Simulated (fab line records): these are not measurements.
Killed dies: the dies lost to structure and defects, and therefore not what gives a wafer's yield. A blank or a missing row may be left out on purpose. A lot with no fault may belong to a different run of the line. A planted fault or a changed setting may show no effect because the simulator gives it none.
fab line records || flow nandHarc
record: {"lots": 5, "wafers": 15, "lastDay": 33}
route steps=1302 shown A_WL_FILL@965
lots with no fault: from the same line, run without faults
startH: hours from the record's opening day to when the first of the lot's shown wafers began || waitH: time in hours since the lot's previous step || " identical to the entry in the row above || L1.1+2: several wafers, shown together as one row || - no value, or no start was given || * or withheld: withheld || < > ~ a bound
route shown NAME@n: NAME is a module with steps in the file, n the number in the route of the first one || usual: mean/standard deviation taken from wafers without a fault || same: alike in all rows || chamber/n: place in a boat || sites: each site's reading || _std_site: their standard deviation || _edge_site: the outer-site mean with the inner-site mean subtracted || radiusMm: for every site, how far away it sits from the centre of the wafer || mask NAME#n: copy n || behind: the most recent tool/chamber to have shaped the wafer || hold: the reason the lot was held/the length of the hold in hours/how it ended || device: which transistor (n, p or np) failed to switch || end of line: at the end of the route, the tests of the same wafers || a step without rows: its recipe alone || killed: dies lost to structure and defects at the first sort, not the wafer's yield || map: dies across one wafer; x = killed, . = not, _ = none there
set.NAME: the setting that was run; set.NAME@STEP: the one run at that earlier step || model.NAME: the simulator's own value behind a step, which no gauge read
lots at some steps of the route; a table a step, a row a wafer
services: when a tool's chamber went out of use (startH, in hours from the record's first day, below 0 if earlier), for how many hours, and the reason
== steps ==
step: NHARC_A_WL_FILL_ALD_10
recipe: {"targetThkA": 500, "pulseTimeS": 10, "aldCycles": 500, "tempC": 300, "material": "SiO2"}
usual: {"heaterPowerW": "467/52", "precursorPulseHeightRel": "1.004/0.02"}
same: {"aldCycles": 500}
{"lot.wafer": "L074.2", "tool": "aldHk-03", "chamber": 3, "startH": 482.47, "waitH": 0.1, "heaterPowerW": 568, "precursorPulseHeightRel": 0.981, "sinceWetCleanH": 82}
{"lot.wafer": "L074.3", "tool": "aldHk-03", "chamber": 1, "startH": 483.49, "waitH": 1.1, "heaterPowerW": 461, "precursorPulseHeightRel": 0.988, "sinceWetCleanH": 83}
{"lot.wafer": "L074.5", "tool": "aldHk-03", "chamber": 3, "startH": 484.52, "waitH": 2.1, "heaterPowerW": 551, "precursorPulseHeightRel": 1.022, "sinceWetCleanH": "-"}
{"lot.wafer": "L082.3", "tool": "aldHk-04", "chamber": 3, "startH": 544.57, "waitH": 0.1, "heaterPowerW": 440, "precursorPulseHeightRel": 1.000, "sinceWetCleanH": 101}
{"lot.wafer": "L082.4", "tool": "aldHk-04", "chamber": 2, "startH": 546.11, "waitH": 1.6, "heaterPowerW": 483, "precursorPulseHeightRel": 1.018, "sinceWetCleanH": 102}
{"lot.wafer": "L082.5", "tool": "aldHk-04", "chamber": 3, "startH": 546.11, "waitH": 1.6, "heaterPowerW": 434, "precursorPulseHeightRel": 1.058, "sinceWetCleanH": "-"}
{"lot.wafer": "L087.2", "tool": "aldHk-03", "chamber": 2, "startH": 612.94, "waitH": 1.3, "heaterPowerW": 583, "precursorPulseHeightRel": 1.013, "sinceWetCleanH": 34}
{"lot.wafer": "L087.6", "tool": "aldHk-03", "chamber": 0, "startH": 613.96, "waitH": 2.3, "heaterPowerW": 430, "precursorPulseHeightRel": 0.998, "sinceWetCleanH": "-"}
{"lot.wafer": "L087.5", "tool": "aldHk-03", "chamber": 1, "startH": 613.96, "waitH": 2.3, "heaterPowerW": 470, "precursorPulseHeightRel": 0.998, "sinceWetCleanH": "-"}
{"lot.wafer": "L089.2", "tool": "aldHk-04", "chamber": 1, "startH": 613.23, "waitH": 1.6, "heaterPowerW": 402, "precursorPulseHeightRel": 1.013, "sinceWetCleanH": 170}
{"lot.wafer": "L089.6", "tool": "aldHk-04", "chamber": 2, "startH": 613.23, "waitH": 1.6, "heaterPowerW": 476, "precursorPulseHeightRel": 1.032, "sinceWetCleanH": "-"}
{"lot.wafer": "L089.5", "tool": "aldHk-04", "chamber": 3, "startH": 613.23, "waitH": 1.6, "heaterPowerW": 417, "precursorPulseHeightRel": 0.986, "sinceWetCleanH": "-"}
{"lot.wafer": "L096.1", "tool": "aldHk-02", "chamber": 3, "startH": 684.40, "waitH": 0.1, "heaterPowerW": 442, "precursorPulseHeightRel": 1.015, "sinceWetCleanH": 145}
{"lot.wafer": "L096.6", "tool": "aldHk-02", "chamber": 3, "startH": 686.48, "waitH": 2.1, "heaterPowerW": 437, "precursorPulseHeightRel": 1.001, "sinceWetCleanH": "-"}
{"lot.wafer": "L096.5", "tool": "aldHk-02", "chamber": 0, "startH": 686.48, "waitH": 2.1, "heaterPowerW": 485, "precursorPulseHeightRel": 0.978, "sinceWetCleanH": "-"}
step: NHARC_A_WL_FILL_ETCHBACK_16
recipe: {"targetDepthA": 1200, "timeS": 24, "c4f8FlowSccm": "withheld", "o2FlowSccm": 8, "arFlowSccm": "withheld", "rfW": 600, "biasW": 800, "chemistry": "C4F8/O2/Ar"}
usual: {"biasW": "800.1/2.4", "oesProductAu": "0.98/0.031", "rfFwdPowerW": "590/3.8", "rfVppV": "724/4.5"}
{"lot.wafer": "L074.2", "tool": "rieDiel-08", "chamber": 1, "startH": "-", "waitH": "-", "biasW": 798.7, "oesProductAu": 0.98, "rfFwdPowerW": 586, "rfHoursCounterH": 5.6, "rfVppV": 721}
{"lot.wafer": "L074.3", "tool": "rieDiel-08", "chamber": 3, "startH": "-", "waitH": "-", "biasW": 800.3, "oesProductAu": 1.00, "rfFwdPowerW": 594, "rfHoursCounterH": 6.0, "rfVppV": 727}
{"lot.wafer": "L074.5", "tool": "rieDiel-08", "chamber": 1, "startH": "-", "waitH": "-", "biasW": 800.0, "oesProductAu": 0.99, "rfFwdPowerW": 585, "rfHoursCounterH": "-", "rfVppV": 719}
{"lot.wafer": "L082.3", "tool": "rieDiel-07", "chamber": 3, "startH": "-", "waitH": "-", "biasW": 800.3, "oesProductAu": 1.01, "rfFwdPowerW": 591, "rfHoursCounterH": 1.9, "rfVppV": 731}
{"lot.wafer": "L082.4", "tool": "rieDiel-07", "chamber": 2, "startH": "-", "waitH": "-", "biasW": 799.6, "oesProductAu": 0.98, "rfFwdPowerW": 592, "rfHoursCounterH": 1.2, "rfVppV": 720}
{"lot.wafer": "L082.5", "tool": "rieDiel-07", "chamber": 0, "startH": "-", "waitH": "-", "biasW": 796.6, "oesProductAu": 0.99, "rfFwdPowerW": 586, "rfHoursCounterH": "-", "rfVppV": 729}
{"lot.wafer": "L089.2", "tool": "rieDiel-07", "chamber": 1, "startH": "-", "waitH": "-", "biasW": 800.8, "oesProductAu": 0.99, "rfFwdPowerW": 586, "rfHoursCounterH": 4.8, "rfVppV": 720}
{"lot.wafer": "L089.6", "tool": "rieDiel-07", "chamber": 2, "startH": "-", "waitH": "-", "biasW": 797.6, "oesProductAu": 0.99, "rfFwdPowerW": 594, "rfHoursCounterH": "-", "rfVppV": 718}
{"lot.wafer": "L089.5", "tool": "rieDiel-07", "chamber": 3, "startH": "-", "waitH": "-", "biasW": 803.8, "oesProductAu": 1.01, "rfFwdPowerW": 592, "rfHoursCounterH": "-", "rfVppV": 730}
{"lot.wafer": "L087.2", "tool": "rieDiel-08", "chamber": 2, "startH": "-", "waitH": "-", "biasW": 802.5, "oesProductAu": 1.01, "rfFwdPowerW": 593, "rfHoursCounterH": 4.4, "rfVppV": 724}
{"lot.wafer": "L087.6", "tool": "rieDiel-08", "chamber": 2, "startH": "-", "waitH": "-", "biasW": 801.1, "oesProductAu": 1.00, "rfFwdPowerW": 594, "rfHoursCounterH": "-", "rfVppV": 724}
{"lot.wafer": "L087.5", "tool": "rieDiel-08", "chamber": 3, "startH": "-", "waitH": "-", "biasW": 802.9, "oesProductAu": 1.01, "rfFwdPowerW": 594, "rfHoursCounterH": "-", "rfVppV": 727}
{"lot.wafer": "L096.1", "tool": "rieDiel-07", "chamber": 3, "startH": "-", "waitH": "-", "biasW": 799.5, "oesProductAu": 1.03, "rfFwdPowerW": 594, "rfHoursCounterH": 0.6, "rfVppV": 730}
{"lot.wafer": "L096.5", "tool": "rieDiel-07", "chamber": 2, "startH": "-", "waitH": "-", "biasW": 799.6, "oesProductAu": 0.99, "rfFwdPowerW": 590, "rfHoursCounterH": "-", "rfVppV": 721}
{"lot.wafer": "L096.6", "tool": "rieDiel-07", "chamber": 3, "startH": "-", "waitH": "-", "biasW": 797.4, "oesProductAu": 1.03, "rfFwdPowerW": 593, "rfHoursCounterH": "-", "rfVppV": 730}
step: NHARC_A_WL_FILL_STRIP_29
recipe: {"timeS": 20, "o2FlowSccm": 500, "arFlowSccm": 0, "biasW": 0, "chemistry": "O2"}
usual: {"drypumpMotorCurrentA": "5.82/0.29", "o2FlowSccm": "500.1/1.6", "oesProductAu": "0.999/0.011", "rfVppV": "57.8/0.88", "showerheadPlenumPTorr": "3.56/0.15", "throttleValvePct": "17.037/0.0095"}
same: {"biasW": 0}
{"lot.wafer": "L074.2", "tool": "rieDiel-08", "chamber": 0, "startH": 487.19, "waitH": 0.1, "drypumpMotorCurrentA": 5.50, "o2FlowSccm": 498.9, "oesProductAu": 0.998, "rfHoursCounterH": 5.6, "rfVppV": 58.1, "showerheadPlenumPTorr": 3.52, "throttleValvePct": 17.041}
{"lot.wafer": "L074.3", "tool": "rieDiel-08", "chamber": 2, "startH": 487.19, "waitH": 0.1, "drypumpMotorCurrentA": 5.99, "o2FlowSccm": 499.3, "oesProductAu": 0.998, "rfHoursCounterH": 6.0, "rfVppV": 57.9, "showerheadPlenumPTorr": 3.53, "throttleValvePct": 17.045}
{"lot.wafer": "L074.5", "tool": "rieDiel-08", "chamber": 0, "startH": 487.19, "waitH": 0.1, "drypumpMotorCurrentA": 5.54, "o2FlowSccm": 502.5, "oesProductAu": 0.987, "rfHoursCounterH": "-", "rfVppV": 58.7, "showerheadPlenumPTorr": 3.52, "throttleValvePct": 17.034}
{"lot.wafer": "L082.3", "tool": "rieDiel-07", "chamber": 1, "startH": 549.32, "waitH": 0.1, "drypumpMotorCurrentA": 5.95, "o2FlowSccm": 498.2, "oesProductAu": 0.996, "rfHoursCounterH": 2.2, "rfVppV": 58.3, "showerheadPlenumPTorr": 3.41, "throttleValvePct": 17.046}
{"lot.wafer": "L082.4", "tool": "rieDiel-07", "chamber": 2, "startH": 549.32, "waitH": 0.1, "drypumpMotorCurrentA": 5.70, "o2FlowSccm": 500.6, "oesProductAu": 1.002, "rfHoursCounterH": 1.2, "rfVppV": 57.3, "showerheadPlenumPTorr": 3.40, "throttleValvePct": 17.039}
{"lot.wafer": "L082.5", "tool": "rieDiel-07", "chamber": 3, "startH": 549.32, "waitH": 0.1, "drypumpMotorCurrentA": 5.82, "o2FlowSccm": 500.3, "oesProductAu": 1.020, "rfHoursCounterH": "-", "rfVppV": 57.3, "showerheadPlenumPTorr": 3.77, "throttleValvePct": 17.043}
{"lot.wafer": "L089.2", "tool": "rieDiel-07", "chamber": 1, "startH": 616.42, "waitH": 0.1, "drypumpMotorCurrentA": 5.96, "o2FlowSccm": 498.2, "oesProductAu": 0.988, "rfHoursCounterH": 4.8, "rfVppV": 58.1, "showerheadPlenumPTorr": 3.41, "throttleValvePct": 17.050}
{"lot.wafer": "L089.6", "tool": "rieDiel-07", "chamber": 2, "startH": 616.42, "waitH": 0.1, "drypumpMotorCurrentA": 5.71, "o2FlowSccm": 501.5, "oesProductAu": 0.992, "rfHoursCounterH": "-", "rfVppV": 56.7, "showerheadPlenumPTorr": 3.40, "throttleValvePct": 17.024}
{"lot.wafer": "L089.5", "tool": "rieDiel-07", "chamber": 3, "startH": 616.42, "waitH": 0.1, "drypumpMotorCurrentA": 5.81, "o2FlowSccm": 499.2, "oesProductAu": 1.001, "rfHoursCounterH": "-", "rfVppV": 57.3, "showerheadPlenumPTorr": 3.77, "throttleValvePct": 17.040}
{"lot.wafer": "L087.2", "tool": "rieDiel-08", "chamber": 1, "startH": 616.64, "waitH": 0.1, "drypumpMotorCurrentA": 5.34, "o2FlowSccm": 500.0, "oesProductAu": 0.975, "rfHoursCounterH": 3.8, "rfVppV": 59.0, "showerheadPlenumPTorr": 3.38, "throttleValvePct": 17.026}
{"lot.wafer": "L087.6", "tool": "rieDiel-08", "chamber": 2, "startH": 616.64, "waitH": 0.1, "drypumpMotorCurrentA": 5.98, "o2FlowSccm": 498.0, "oesProductAu": 1.000, "rfHoursCounterH": "-", "rfVppV": 56.7, "showerheadPlenumPTorr": 3.52, "throttleValvePct": 17.019}
{"lot.wafer": "L087.5", "tool": "rieDiel-08", "chamber": 3, "startH": 616.64, "waitH": 0.1, "drypumpMotorCurrentA": 5.85, "o2FlowSccm": 499.3, "oesProductAu": 1.003, "rfHoursCounterH": "-", "rfVppV": 57.2, "showerheadPlenumPTorr": 3.70, "throttleValvePct": 17.041}
{"lot.wafer": "L096.1", "tool": "rieDiel-07", "chamber": 2, "startH": 689.16, "waitH": 0.1, "drypumpMotorCurrentA": 5.69, "o2FlowSccm": 500.6, "oesProductAu": 0.994, "rfHoursCounterH": 0.6, "rfVppV": 57.0, "showerheadPlenumPTorr": 3.40, "throttleValvePct": 17.028}
{"lot.wafer": "L096.5", "tool": "rieDiel-07", "chamber": 0, "startH": 689.16, "waitH": 0.1, "drypumpMotorCurrentA": 6.27, "o2FlowSccm": 502.2, "oesProductAu": 1.011, "rfHoursCounterH": "-", "rfVppV": 58.5, "showerheadPlenumPTorr": 3.67, "throttleValvePct": 17.036}
{"lot.wafer": "L096.6", "tool": "rieDiel-07", "chamber": 1, "startH": 689.16, "waitH": 0.1, "drypumpMotorCurrentA": 5.96, "o2FlowSccm": 501.0, "oesProductAu": 1.019, "rfHoursCounterH": "-", "rfVppV": 56.7, "showerheadPlenumPTorr": 3.40, "throttleValvePct": 17.040}
step: NHARC_A_WL_FILL_ETCHBACK_17
recipe: {"targetDepthA": 40, "timeS": 26.7, "chemistry": "Cl2/BCl3"}
usual: {"drypumpMotorCurrentA": "5.8/0.38", "oesProductAu": "1.002/0.012"}
{"lot.wafer": "L074.2", "tool": "rieMetal-02", "chamber": 1, "startH": 487.27, "waitH": "-", "drypumpMotorCurrentA": 5.2, "oesProductAu": 0.988, "rfHoursCounterH": 0.3}
{"lot.wafer": "L074.3", "tool": "rieMetal-02", "chamber": 0, "startH": 487.27, "waitH": "-", "drypumpMotorCurrentA": 5.9, "oesProductAu": 1.016, "rfHoursCounterH": "-"}
{"lot.wafer": "L074.5", "tool": "rieMetal-02", "chamber": 0, "startH": 487.27, "waitH": "-", "drypumpMotorCurrentA": 5.9, "oesProductAu": 1.014, "rfHoursCounterH": "-"}
{"lot.wafer": "L082.4", "tool": "rieMetal-01", "chamber": 1, "startH": 549.44, "waitH": "-", "drypumpMotorCurrentA": 6.3, "oesProductAu": 1.007, "rfHoursCounterH": "-"}
{"lot.wafer": "L082.3", "tool": "rieMetal-01", "chamber": 0, "startH": 549.44, "waitH": "-", "drypumpMotorCurrentA": 5.5, "oesProductAu": 1.019, "rfHoursCounterH": "-"}
{"lot.wafer": "L082.5", "tool": "rieMetal-01", "chamber": 0, "startH": 549.44, "waitH": "-", "drypumpMotorCurrentA": 5.6, "oesProductAu": 1.009, "rfHoursCounterH": "-"}
{"lot.wafer": "L089.2", "tool": "rieMetal-01", "chamber": 1, "startH": 616.52, "waitH": "-", "drypumpMotorCurrentA": 6.3, "oesProductAu": 0.984, "rfHoursCounterH": 0.7}
{"lot.wafer": "L089.6", "tool": "rieMetal-01", "chamber": 0, "startH": 616.52, "waitH": "-", "drypumpMotorCurrentA": 5.5, "oesProductAu": 0.981, "rfHoursCounterH": "-"}
{"lot.wafer": "L089.5", "tool": "rieMetal-01", "chamber": 1, "startH": 616.52, "waitH": "-", "drypumpMotorCurrentA": 6.3, "oesProductAu": 0.989, "rfHoursCounterH": "-"}
{"lot.wafer": "L087.2", "tool": "rieMetal-01", "chamber": 1, "startH": 616.71, "waitH": "-", "drypumpMotorCurrentA": 6.3, "oesProductAu": 0.991, "rfHoursCounterH": 0.8}
{"lot.wafer": "L087.6", "tool": "rieMetal-01", "chamber": 1, "startH": 616.71, "waitH": "-", "drypumpMotorCurrentA": 6.3, "oesProductAu": 0.997, "rfHoursCounterH": "-"}
{"lot.wafer": "L087.5", "tool": "rieMetal-01", "chamber": 0, "startH": 616.71, "waitH": "-", "drypumpMotorCurrentA": 5.5, "oesProductAu": 1.001, "rfHoursCounterH": "-"}
{"lot.wafer": "L096.1", "tool": "rieMetal-01", "chamber": 0, "startH": 689.26, "waitH": "-", "drypumpMotorCurrentA": 5.6, "oesProductAu": 0.995, "rfHoursCounterH": 1.8}
{"lot.wafer": "L096.5", "tool": "rieMetal-01", "chamber": 1, "startH": 689.26, "waitH": "-", "drypumpMotorCurrentA": 6.3, "oesProductAu": 0.984, "rfHoursCounterH": "-"}
{"lot.wafer": "L096.6", "tool": "rieMetal-01", "chamber": 0, "startH": 689.26, "waitH": "-", "drypumpMotorCurrentA": 5.5, "oesProductAu": 0.994, "rfHoursCounterH": "-"}
step: NHARC_A_WL_FILL_PRECLEAN_18
recipe: {"timeS": 30, "chemistry": "dHF"}
{"lot.wafer": "L074.2+5+3", "tool": "wetBench-07", "chamber": "5,6,7", "startH": 487.47, "waitH": 0.2}
{"lot.wafer": "L082.4+5+3", "tool": "wetBench-03", "chamber": "7,1,3", "startH": 549.58, "waitH": 0.1}
{"lot.wafer": "L089.2+5+6", "tool": "wetBench-01", "chamber": "5,6,7", "startH": 616.69, "waitH": 0.2}
{"lot.wafer": "L087.6+2+5", "tool": "wetBench-03", "chamber": "1,4,5", "startH": 616.90, "waitH": 0.1}
{"lot.wafer": "L096.6+1+5", "tool": "wetBench-03", "chamber": "2,3,7", "startH": 689.43, "waitH": 0.1}
step: NHARC_A_WL_FILL_SRD_21
{"lot.wafer": "L074.2+5+3", "tool": "wetBench-07", "chamber": "5,6,7", "startH": 487.49, "waitH": 0.0}
{"lot.wafer": "L082.4+5+3", "tool": "wetBench-03", "chamber": "7,1,3", "startH": 549.61, "waitH": 0.0}
{"lot.wafer": "L089.2+5+6", "tool": "wetBench-01", "chamber": "5,6,7", "startH": 616.71, "waitH": 0.0}
{"lot.wafer": "L087.6+2+5", "tool": "wetBench-03", "chamber": "1,4,5", "startH": 616.93, "waitH": 0.0}
{"lot.wafer": "L096.6+1+5", "tool": "wetBench-03", "chamber": "2,3,7", "startH": 689.46, "waitH": 0.0}
step: NHARC_A_WL_FILL_CVD_23
recipe: {"targetThkA": 400, "tempC": 620, "pressureMtorr": 200, "timeS": 800, "material": "poly-Si"}
{"lot.wafer": "L074.2+3+5", "tool": "lpcvdPoly-04", "chamber": 0, "startH": 489.93, "waitH": 2.4}
{"lot.wafer": "L082.3+4+5", "tool": "lpcvdPoly-03", "chamber": 0, "startH": 551.95, "waitH": 2.3}
{"lot.wafer": "L087.2+5+6", "tool": "lpcvdPoly-03", "chamber": 0, "startH": 619.05, "waitH": 2.1}
{"lot.wafer": "L089.2+5+6", "tool": "lpcvdPoly-03", "chamber": 0, "startH": 619.05, "waitH": 2.3}
{"lot.wafer": "L096.1+5+6", "tool": "lpcvdPoly-04", "chamber": 0, "startH": 691.91, "waitH": 2.4}
step: NHARC_A_WL_FILL_ETCHBACK_26
recipe: {"targetDepthA": 520, "timeS": 13.3, "hbrFlowSccm": 150, "rfW": 350, "icpW": 350, "biasW": 60, "chemistry": "HBr"}
usual: {"biasW": "60.00/0.2", "drypumpMotorCurrentA": "5.6/0.38", "oesProductAu": "1.006/0.011", "rfFwdPowerW": "342.2/1.6", "throttleValvePct": "23.267/0.0094"}
{"lot.wafer": "L074.2", "tool": "rieSi-05", "chamber": 1, "startH": 492.52, "waitH": 0.4, "biasW": 60.13, "drypumpMotorCurrentA": 5.6, "oesProductAu": 1.003, "rfFwdPowerW": 343.5, "rfHoursCounterH": 0, "throttleValvePct": 23.290}
{"lot.wafer": "L074.3", "tool": "rieSi-05", "chamber": 2, "startH": 492.52, "waitH": 0.4, "biasW": 60.19, "drypumpMotorCurrentA": 5.9, "oesProductAu": 1.002, "rfFwdPowerW": 341.6, "rfHoursCounterH": 0, "throttleValvePct": 23.270}
{"lot.wafer": "L074.5", "tool": "rieSi-05", "chamber": 0, "startH": 492.52, "waitH": 0.4, "biasW": 59.94, "drypumpMotorCurrentA": 5.6, "oesProductAu": 1.009, "rfFwdPowerW": 343.7, "rfHoursCounterH": "-", "throttleValvePct": 23.267}
{"lot.wafer": "L082.3", "tool": "rieSi-04", "chamber": 0, "startH": 554.52, "waitH": 0.4, "biasW": 60.07, "drypumpMotorCurrentA": 6.3, "oesProductAu": 0.993, "rfFwdPowerW": 341.9, "rfHoursCounterH": 0.2, "throttleValvePct": 23.252}
{"lot.wafer": "L082.4", "tool": "rieSi-04", "chamber": 1, "startH": 554.52, "waitH": 0.4, "biasW": 59.92, "drypumpMotorCurrentA": 5.5, "oesProductAu": 0.992, "rfFwdPowerW": 343.8, "rfHoursCounterH": 0.1, "throttleValvePct": 23.254}
{"lot.wafer": "L082.5", "tool": "rieSi-04", "chamber": 3, "startH": 554.52, "waitH": 0.4, "biasW": 60.10, "drypumpMotorCurrentA": 5.6, "oesProductAu": 1.016, "rfFwdPowerW": 342.5, "rfHoursCounterH": "-", "throttleValvePct": 23.272}
{"lot.wafer": "L087.2", "tool": "rieSi-03", "chamber": 1, "startH": 621.65, "waitH": 0.4, "biasW": 59.81, "drypumpMotorCurrentA": 5.2, "oesProductAu": 1.003, "rfFwdPowerW": 343.9, "rfHoursCounterH": 0.2, "throttleValvePct": 23.278}
{"lot.wafer": "L087.5", "tool": "rieSi-03", "chamber": 0, "startH": 621.65, "waitH": 0.4, "biasW": 59.81, "drypumpMotorCurrentA": 5.7, "oesProductAu": 1.028, "rfFwdPowerW": 341.5, "rfHoursCounterH": "-", "throttleValvePct": 23.254}
{"lot.wafer": "L087.6", "tool": "rieSi-03", "chamber": 1, "startH": 621.65, "waitH": 0.4, "biasW": 59.94, "drypumpMotorCurrentA": 5.2, "oesProductAu": 1.013, "rfFwdPowerW": 344.5, "rfHoursCounterH": "-", "throttleValvePct": 23.275}
{"lot.wafer": "L089.2", "tool": "rieSi-04", "chamber": 2, "startH": 621.65, "waitH": 0.4, "biasW": 60.29, "drypumpMotorCurrentA": 5.3, "oesProductAu": 0.992, "rfFwdPowerW": 341.0, "rfHoursCounterH": 0.5, "throttleValvePct": 23.255}
{"lot.wafer": "L089.5", "tool": "rieSi-04", "chamber": 1, "startH": 621.65, "waitH": 0.4, "biasW": 59.94, "drypumpMotorCurrentA": 5.4, "oesProductAu": 0.993, "rfFwdPowerW": 342.9, "rfHoursCounterH": "-", "throttleValvePct": 23.264}
{"lot.wafer": "L089.6", "tool": "rieSi-04", "chamber": 2, "startH": 621.65, "waitH": 0.4, "biasW": 60.53, "drypumpMotorCurrentA": 5.3, "oesProductAu": 0.992, "rfFwdPowerW": 342.2, "rfHoursCounterH": "-", "throttleValvePct": 23.269}
{"lot.wafer": "L096.1", "tool": "rieSi-03", "chamber": 3, "startH": 694.49, "waitH": 0.4, "biasW": 59.83, "drypumpMotorCurrentA": 5.0, "oesProductAu": 1.009, "rfFwdPowerW": 338.9, "rfHoursCounterH": 0.6, "throttleValvePct": 23.270}
{"lot.wafer": "L096.6", "tool": "rieSi-03", "chamber": 2, "startH": 694.49, "waitH": 0.4, "biasW": 59.86, "drypumpMotorCurrentA": 6.0, "oesProductAu": 1.005, "rfFwdPowerW": 341.4, "rfHoursCounterH": "-", "throttleValvePct": 23.285}
{"lot.wafer": "L096.5", "tool": "rieSi-03", "chamber": 3, "startH": 694.49, "waitH": 0.4, "biasW": 59.83, "drypumpMotorCurrentA": 5.0, "oesProductAu": 1.012, "rfFwdPowerW": 340.1, "rfHoursCounterH": "-", "throttleValvePct": 23.253}
step: NHARC_A_WL_FILL_PRECLEAN_30
recipe: {"timeS": 10, "chemistry": "dHF"}
{"lot.wafer": "L074.2+5+3", "tool": "wetBench-03", "chamber": "7,1,4", "startH": 492.64, "waitH": 0.1}
{"lot.wafer": "L082.3+5+4", "tool": "wetBench-03", "chamber": "3,4,6", "startH": 554.65, "waitH": 0.1}
{"lot.wafer": "L087.6+2+5", "tool": "wetBench-07", "chamber": "1,4,5", "startH": 621.78, "waitH": 0.1}
{"lot.wafer": "L089.2+5+6", "tool": "wetBench-03", "chamber": "5,6,1", "startH": 621.78, "waitH": 0.1}
{"lot.wafer": "L096.6+1+5", "tool": "wetBench-01", "chamber": "3,5,7", "startH": 694.63, "waitH": 0.1}
== services ==
{"tool": "rieDiel-07", "chamber": "-", "startH": 471.20, "hours": 9.0, "kind": "pm"}
{"tool": "wetBench-07", "chamber": "-", "startH": 512.00, "hours": 8.0, "kind": "pm"}
{"tool": "lpcvdPoly-03", "chamber": "-", "startH": 518.31, "hours": 4.0, "kind": "repair"}
{"tool": "rieSi-04", "chamber": "-", "startH": 519.00, "hours": 9.0, "kind": "pm"}
{"tool": "wetBench-03", "chamber": "-", "startH": 533.92, "hours": 6.1, "kind": "repair"}
{"tool": "rieSi-04", "chamber": "-", "startH": 536.43, "hours": 0.4, "kind": "repair"}
{"tool": "rieDiel-07", "chamber": 2, "startH": 536.61, "hours": 9.3, "kind": "repair"}
{"tool": "rieDiel-08", "chamber": "-", "startH": 544.80, "hours": 9.0, "kind": "pm"}
{"tool": "lpcvdPoly-03", "chamber": "-", "startH": 545.40, "hours": 1.6, "kind": "repair"}
{"tool": "wetBench-01", "chamber": "-", "startH": 546.24, "hours": 2.4, "kind": "repair"}
{"tool": "rieDiel-08", "chamber": 2, "startH": 559.72, "hours": 1.6, "kind": "repair"}
{"tool": "wetBench-03", "chamber": "-", "startH": 562.42, "hours": 8.0, "kind": "pm"}
{"tool": "aldHk-03", "chamber": "-", "startH": 569.46, "hours": 10.0, "kind": "pm"}
{"tool": "rieMetal-01", "chamber": "-", "startH": 575.00, "hours": 9.0, "kind": "pm"}
{"tool": "rieSi-03", "chamber": "-", "startH": 575.00, "hours": 9.0, "kind": "pm"}
{"tool": "rieDiel-07", "chamber": 0, "startH": 600.08, "hours": 6.3, "kind": "repair"}
{"tool": "rieMetal-01", "chamber": "-", "startH": 612.56, "hours": 0.6, "kind": "repair"}
{"tool": "rieDiel-08", "chamber": 2, "startH": 617.62, "hours": 14.2, "kind": "repair"}
{"tool": "wetBench-01", "chamber": "-", "startH": 629.60, "hours": 8.0, "kind": "pm"}
{"tool": "rieDiel-07", "chamber": "-", "startH": 648.20, "hours": 9.0, "kind": "pm"}
{"tool": "rieDiel-08", "chamber": 0, "startH": 656.34, "hours": 8.3, "kind": "repair"}
{"tool": "rieDiel-07", "chamber": 3, "startH": 657.39, "hours": 7.4, "kind": "repair"}
{"tool": "rieDiel-07", "chamber": 1, "startH": 666.89, "hours": 9.8, "kind": "repair"}
{"tool": "wetBench-07", "chamber": "-", "startH": 688.00, "hours": 8.0, "kind": "pm"}
== key ==
fault none
